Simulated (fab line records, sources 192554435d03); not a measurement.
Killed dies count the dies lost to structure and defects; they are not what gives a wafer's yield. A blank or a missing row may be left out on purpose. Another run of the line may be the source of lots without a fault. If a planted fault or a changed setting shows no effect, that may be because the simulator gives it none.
The tool behind it: which one?	flow n5_finfet	72 wafers from 24 lots sampled at 6 of the route's 1938 steps

## WHAT THE GAUGES SHOWED, per wafer
N5_SD_EPI_N_CD_MEAS_09: target cd 120 nm.
lot	measured	on	cd_nm (nm)
L074	day 3 04:04	cd_sem-01	120.7 119.9 121.1
L075	day 3 05:29	cd_sem-02	119.8 119.7 118.7
L076	day 3 14:10	cd_sem-02	121.7 120.3 120.8
L077	day 3 19:02	cd_sem-03	120.9 120.8 120.4
L078	day 4 02:52	cd_sem-01	119.7 120.6 120.3
L079	day 4 09:10	cd_sem-02	121.1 120.9 120.4
L080	day 4 11:07	cd_sem-03	122.1 120.3 121.0
L081	day 4 19:56	cd_sem-01	121.1 120.8 120.6
L082	day 4 23:18	cd_sem-01	121.0 122.4 120.2
L083	day 5 06:05	cd_sem-01	120.2 120.6 121.0
L084	day 5 12:19	cd_sem-01	119.7 120.1 119.1
L085	day 5 22:01	cd_sem-03	119.7 120.4 119.5
L086	day 6 04:27	cd_sem-01	120.1 120.3 120.0
L087	day 6 12:41	cd_sem-02	119.3 120.6 120.4
L088	day 6 15:29	cd_sem-03	121.0 121.2 120.1
L089	day 7 02:51	cd_sem-02	120.0 119.4 120.0
L090	day 7 10:52	cd_sem-01	120.9 120.4 121.2
L091	day 7 14:40	cd_sem-02	121.6 121.1 122.3
L092	day 7 18:38	cd_sem-02	119.5 119.5 119.4
L093	day 7 20:23	cd_sem-03	120.8 119.9 119.9
L094	day 8 04:38	cd_sem-01	120.5 120.4 120.6
L095	day 8 07:54	cd_sem-03	119.9 120.0 121.7
L096	day 8 15:39	cd_sem-01	120.1 120.6 120.8
L097	day 8 18:14	cd_sem-01	119.9 121.1 121.3

N5_ILD0_THK_MEAS_04.
lot	measured	on	thk_nm (nm)
L074	day 3 16:17	film_metro-01	193.7 196.1 196.3
L075	day 3 18:51	film_metro-01	195.9 196.4 192.3
L076	day 4 01:54	film_metro-01	193.6 197.3 192.4
L077	day 4 06:57	film_metro-02	198.3 198.2 195.1
L078	day 4 14:26	film_metro-02	197.1 195.3 195.6
L079	day 4 21:08	film_metro-02	196.6 195.3 195.2
L080	day 4 23:29	film_metro-02	195.2 195.0 194.9
L081	day 5 08:22	film_metro-01	199.8 197.8 199.6
L082	day 5 11:43	film_metro-02	197.5 197.8 195.6
L083	day 5 17:55	film_metro-01	197.0 197.6 197.9
L084	day 6 00:16	film_metro-01	196.5 196.2 194.9
L085	day 6 10:50	film_metro-01	195.4 197.4 197.0
L086	day 6 17:46	film_metro-02	198.0 196.3 198.5
L087	day 7 02:50	film_metro-02	196.9 194.5 193.7
L088	day 7 03:40	film_metro-02	197.0 200.5 196.6
L089	day 7 16:24	film_metro-01	196.5 195.6 196.6
L090	day 7 22:33	film_metro-01	195.9 196.5 196.9
L091	day 8 02:56	film_metro-02	198.1 194.8 197.8
L092	day 8 07:21	film_metro-01	197.5 198.2 197.2
L093	day 8 09:27	film_metro-02	196.1 197.4 197.2
L094	day 8 17:56	film_metro-02	197.2 197.1 196.6
L095	day 8 20:43	film_metro-02	191.0 197.2 192.5
L096	day 9 06:55	film_metro-02	198.8 198.7 201.9
L097	day 9 08:55	film_metro-01	197.6 197.5 196.2

N5_SDB_INSPECT_13: inspects for defects (brightfield).
lot	measured	on	raw_defect_count
L074	day 3 20:32	defect_inspect-02	83 124 86
L075	day 3 22:58	defect_inspect-01	72 33 64
L076	day 4 06:02	defect_inspect-02	25 40 40
L077	day 4 11:03	defect_inspect-02	145 142 186
L078	day 4 18:44	defect_inspect-02	90 51 71
L079	day 5 01:10	defect_inspect-02	66 45 29
L080	day 5 08:49	defect_inspect-02	107 87 84
L081	day 5 12:30	defect_inspect-02	91 66 61
L082	day 5 15:49	defect_inspect-01	189 86 152
L083	day 5 21:54	defect_inspect-01	61 40 68
L084	day 6 04:23	defect_inspect-01	62 49 44
L085	day 6 14:56	defect_inspect-01	78 107 76
L086	day 6 21:52	defect_inspect-01	131 86 126
L087	day 7 06:57	defect_inspect-01	146 150 93
L088	day 7 07:39	defect_inspect-02	63 39 92
L089	day 7 20:31	defect_inspect-01	67 65 130
L090	day 8 02:51	defect_inspect-02	72 116 44
L091	day 8 07:02	defect_inspect-01	98 62 118
L092	day 8 11:27	defect_inspect-02	35 85 51
L093	day 8 13:40	defect_inspect-01	83 53 56
L094	day 8 22:03	defect_inspect-02	101 109 89
L095	day 9 00:49	defect_inspect-02	87 110 109
L096	day 9 11:03	defect_inspect-02	103 44 75
L097	day 9 13:07	defect_inspect-02	69 84 105

## WHICH TOOL RAN EACH LOT (tool, then ch and the chambers of the sampled wafers, then the start)
lot	N5_SD_EPI_N_DESCUM_14	N5_SD_EPI_P_DESCUM_14	N5_ILD0_CMP_12
L074	rie_diel-04 ch 0,2, day 3 04:14	rie_diel-06 ch 1,2, day 3 08:32	cmp-01 ch 0,1,3, day 3 19:51
L075	rie_diel-01 ch 2,3, day 3 05:52	rie_diel-02 ch 2,3, day 3 11:17	cmp-04 ch 0,2,3, day 3 22:11
L076	rie_diel-05 ch 0,2,3, day 3 14:16	rie_diel-03 ch 0,2,3, day 3 18:41	cmp-03 ch 1,2,3, day 4 05:17
L077	rie_diel-04 ch 0,1,2, day 3 19:20	rie_diel-03 ch 0,1,3, day 3 23:46	cmp-04 ch 1,2,3, day 4 10:11
L078	rie_diel-04 ch 0,1,2, day 4 02:56	rie_diel-03 ch 0,2,3, day 4 07:16	cmp-01 ch 0,1,3, day 4 17:59
L079	rie_diel-04 ch 2,3, day 4 09:16	rie_diel-02 ch 1,3, day 4 13:35	cmp-01 ch 1,2, day 5 00:28
L080	rie_diel-01 ch 0,2, day 4 11:35	rie_diel-06 ch 0,1,2, day 4 16:09	cmp-04 ch 0,2,3, day 5 03:18
L081	rie_diel-01 ch 0,1,2, day 4 20:20	rie_diel-06 ch 0,2,3, day 5 00:57	cmp-03 ch 0,2, day 5 11:48
L082	rie_diel-04 ch 0,1,3, day 4 23:23	rie_diel-06 ch 0,1,3, day 5 04:32	cmp-01 ch 1,2,3, day 5 14:57
L083	rie_diel-05 ch 2,3, day 5 06:10	rie_diel-03 ch 2,3, day 5 10:40	cmp-03 ch 0,1,3, day 5 21:17
L084	rie_diel-01 ch 0,1,2, day 5 12:25	rie_diel-03 ch 0,2,3, day 5 16:44	cmp-03 ch 0,1,3, day 6 03:34
L085	rie_diel-05 ch 0,1,3, day 5 22:09	rie_diel-03 ch 0,1,2, day 6 02:43	cmp-03 ch 2,3, day 6 14:04
L086	rie_diel-05 ch 0,3, day 6 05:12	rie_diel-06 ch 0,2,3, day 6 10:32	cmp-04 ch 0,1,2, day 6 21:05
L087	rie_diel-05 ch 0,1,2, day 6 12:54	rie_diel-03 ch 0,1,3, day 6 18:17	cmp-01 ch 0,1,2, day 7 06:07
L088	rie_diel-04 ch 0,1, day 6 15:34	rie_diel-06 ch 0,2,3, day 6 20:03	cmp-03 ch 0,1,2, day 7 07:02
L089	rie_diel-04 ch 1,2,3, day 7 02:56	rie_diel-06 ch 0,3, day 7 08:17	cmp-03 ch 0,1,3, day 7 19:38
L090	rie_diel-05 ch 0,2,3, day 7 10:57	rie_diel-03 ch 1,2, day 7 15:16	cmp-04 ch 2,3, day 8 02:07
L091	rie_diel-01 ch 0,2,3, day 7 14:51	rie_diel-03 ch 1,2,3, day 7 19:28	cmp-01 ch 0,1,3, day 8 06:15
L092	rie_diel-04 ch 0,2, day 7 18:47	rie_diel-03 ch 1,3, day 7 23:59	cmp-01 ch 0,2, day 8 10:38
L093	rie_diel-04 ch 0,2, day 7 20:29	rie_diel-03 ch 1,2, day 8 01:40	cmp-03 ch 1,2, day 8 12:48
L094	rie_diel-01 ch 0,3, day 8 04:43	rie_diel-02 ch 0,1,3, day 8 09:10	cmp-03 ch 2,3, day 8 21:11
L095	rie_diel-04 ch 0,2, day 8 07:59	rie_diel-06 ch 2,3, day 8 13:21	cmp-01 ch 1,3, day 8 23:59
L096	rie_diel-04 ch 0,1, day 8 15:44	rie_diel-03 ch 1,2,3, day 8 21:21	cmp-01 ch 0,1, day 9 10:10
L097	rie_diel-04 ch 0,1, day 8 18:54	rie_diel-02 ch 0,1,3, day 9 00:12	cmp-01 ch 2,3, day 9 12:17
- N5_SD_EPI_N_DESCUM_14: chemistry O2, time 7.9 s.
- N5_SD_EPI_P_DESCUM_14: chemistry O2, time 7.9 s.
- N5_ILD0_CMP_12: polishes SiNx, stops on poly-Si, t overpolish 6 s, target thk 17.67 nm.

## AS READ BY THE TOOLS THEMSELVES (means over the sampled wafers that have a number; for cases with no such wafer, the mark the record gives instead)
N5_SD_EPI_N_DESCUM_14.
lot	tool	drypump_motor_current_A (A)	oes_product_au (a.u.)	rf_vpp_V (V)	showerhead_plenum_p_Torr (Torr)	temp_c (C)	throttle_valve_pct (%)
L074	rie_diel-04	5.9	0.71	244.0	2.15	39.98	20.43
L075	rie_diel-01	5.6	0.85	243.7	2.19	39.97	20.62
L076	rie_diel-05	5.2	0.77	242.8	2.03	39.98	20.53
L077	rie_diel-04	5.8	0.72	242.4	2.08	40.00	20.40
L078	rie_diel-04	5.8	0.71	242.9	2.08	39.96	20.40
L079	rie_diel-04	5.5	0.71	243.7	2.15	39.94	20.52
L080	rie_diel-01	5.6	0.93	243.4	2.13	40.14	20.40
L081	rie_diel-01	5.5	0.90	243.7	2.09	39.93	20.31
L082	rie_diel-04	5.6	0.69	243.0	2.09	39.97	20.36
L083	rie_diel-05	5.5	0.78	241.6	2.01	40.03	20.75
L084	rie_diel-01	5.5	0.89	242.6	2.09	40.00	20.32
L085	rie_diel-05	5.1	0.76	242.7	2.06	39.94	20.32
L086	rie_diel-05	5.0	0.72	243.6	2.10	40.04	20.40
L087	rie_diel-05	5.4	0.78	241.9	1.98	39.93	20.49
L088	rie_diel-04	5.9	0.68	243.7	2.08	39.84	20.38
L089	rie_diel-04	5.4	0.69	243.9	2.08	40.02	20.46
L090	rie_diel-05	5.2	0.74	242.4	2.02	39.93	20.57
L091	rie_diel-01	5.8	0.83	243.5	2.13	40.01	20.46
L092	rie_diel-04	5.8	0.80	244.1	2.13	39.89	20.43
L093	rie_diel-04	5.9	0.88	244.0	2.14	40.09	20.27
L094	rie_diel-01	5.9	0.79	243.1	2.13	40.06	20.49
L095	rie_diel-04	5.8	0.78	244.2	2.13	40.03	20.45
L096	rie_diel-04	5.7	0.78	242.9	2.01	39.98	20.25
L097	rie_diel-04	5.9	0.84	242.3	2.08	40.10	20.20

N5_SD_EPI_P_DESCUM_14.
lot	tool	drypump_motor_current_A (A)	oes_product_au (a.u.)	rf_vpp_V (V)	showerhead_plenum_p_Torr (Torr)	temp_c (C)	throttle_valve_pct (%)
L074	rie_diel-06	5.4	0.75	242.7	2.09	40.05	20.58
L075	rie_diel-02	5.8	0.78	242.2	2.06	39.95	20.56
L076	rie_diel-03	6.2	0.70	243.5	2.14	40.00	20.53
L077	rie_diel-03	5.8	0.72	242.9	2.08	40.08	20.51
L078	rie_diel-03	6.2	0.69	243.7	2.13	39.90	20.54
L079	rie_diel-02	5.7	0.88	242.7	2.07	40.10	20.14
L080	rie_diel-06	5.6	0.79	243.5	2.10	39.93	20.61
L081	rie_diel-06	5.6	0.86	243.9	2.16	40.09	20.51
L082	rie_diel-06	5.6	0.84	244.5	2.15	39.82	20.45
L083	rie_diel-03	6.3	0.69	243.8	2.16	40.02	20.67
L084	rie_diel-03	6.2	0.70	243.8	2.13	39.94	20.56
L085	rie_diel-03	6.2	0.71	243.2	2.07	39.95	20.55
L086	rie_diel-06	5.6	0.85	243.1	2.16	40.00	20.54
L087	rie_diel-03	5.9	0.72	242.5	2.08	39.93	20.53
L088	rie_diel-06	5.6	0.85	244.1	2.16	39.91	20.53
L089	rie_diel-06	5.8	0.87	244.3	2.17	39.94	20.54
L090	rie_diel-03	6.0	0.84	242.2	2.05	40.05	20.50
L091	rie_diel-03	6.0	0.82	243.2	2.10	39.95	20.50
L092	rie_diel-03	5.7	0.71	242.5	2.10	40.02	20.65
L093	rie_diel-03	6.3	0.91	243.7	2.10	39.91	20.35
L094	rie_diel-02	6.0	0.79	243.2	2.10	39.99	20.20
L095	rie_diel-06	5.4	0.86	244.8	2.18	40.05	20.41
L096	rie_diel-03	6.0	0.80	244.0	2.10	40.01	20.50
L097	rie_diel-02	6.0	0.78	243.7	2.10	40.00	20.20

N5_ILD0_CMP_12.
lot	tool	edge_zone_pressure_frac	motor_current_A (A)	overpolish_run_s (s)	retaining_ring_pressure_frac	time_to_endpoint_s (s)
L074	cmp-01	1.002	9.5	5.999	1.004	26
L075	cmp-04	0.996	9.2	5.996	1.005	23
L076	cmp-03	0.998	9.3	5.997	1.002	28
L077	cmp-04	0.998	9.0	5.997	0.998	26
L078	cmp-01	0.999	9.7	5.996	0.998	29
L079	cmp-01	1.004	8.8	5.993	1.003	29
L080	cmp-04	1.001	9.1	5.992	1.000	24
L081	cmp-03	1.007	10.8	6.010	1.001	39
L082	cmp-01	1.001	9.2	6.003	1.003	29
L083	cmp-03	1.007	10.1	5.996	1.000	30
L084	cmp-03	1.003	10.0	6.005	0.998	28
L085	cmp-03	0.996	9.8	6.003	1.001	26
L086	cmp-04	0.999	8.7	6.000	0.995	27
L087	cmp-01	0.999	9.5	5.998	1.000	28
L088	cmp-03	1.000	9.9	6.002	1.001	33
L089	cmp-03	0.999	10.2	5.996	1.004	32
L090	cmp-04	0.999	9.8	5.999	0.997	28
L091	cmp-01	0.993	9.4	5.999	1.000	28
L092	cmp-01	0.999	9.7	5.991	1.001	26
L093	cmp-03	1.004	9.6	6.003	0.997	29
L094	cmp-03	1.004	9.7	6.003	1.000	28
L095	cmp-01	0.996	9.3	6.002	0.999	31
L096	cmp-01	0.999	9.6	5.987	1.001	28
L097	cmp-01	0.996	9.7	5.994	1.000	28

## THE ANSWER, worked out from the rows above alone
Rule: what is usual is taken from the lots themselves. The widest of any qualifying gaps counts: lots, ordered by their means at a reading, are off when they make up no more than a third of the lots, leave a main group of 4 or more, and stand apart from it by 3 or more times the standard deviation of that group's means. A main group whose means are all the same, to the digits that the tables above print for the reading, isn't used. Also off: a lot with no number at a reading for which 4 or more lots have one. Any other lot the step has rows for is counted as sound. The gauges are gone through in route order, then the tools' own readings, and for those a lot's mean is taken as printed above. The first step at which some lot is off is used, and at that step the reading that is off furthest; a lot without a number counts as furthest.
Nothing can be told from this: no lot is off at any reading shown.

## WHAT THE SIMULATOR HAD INSERTED
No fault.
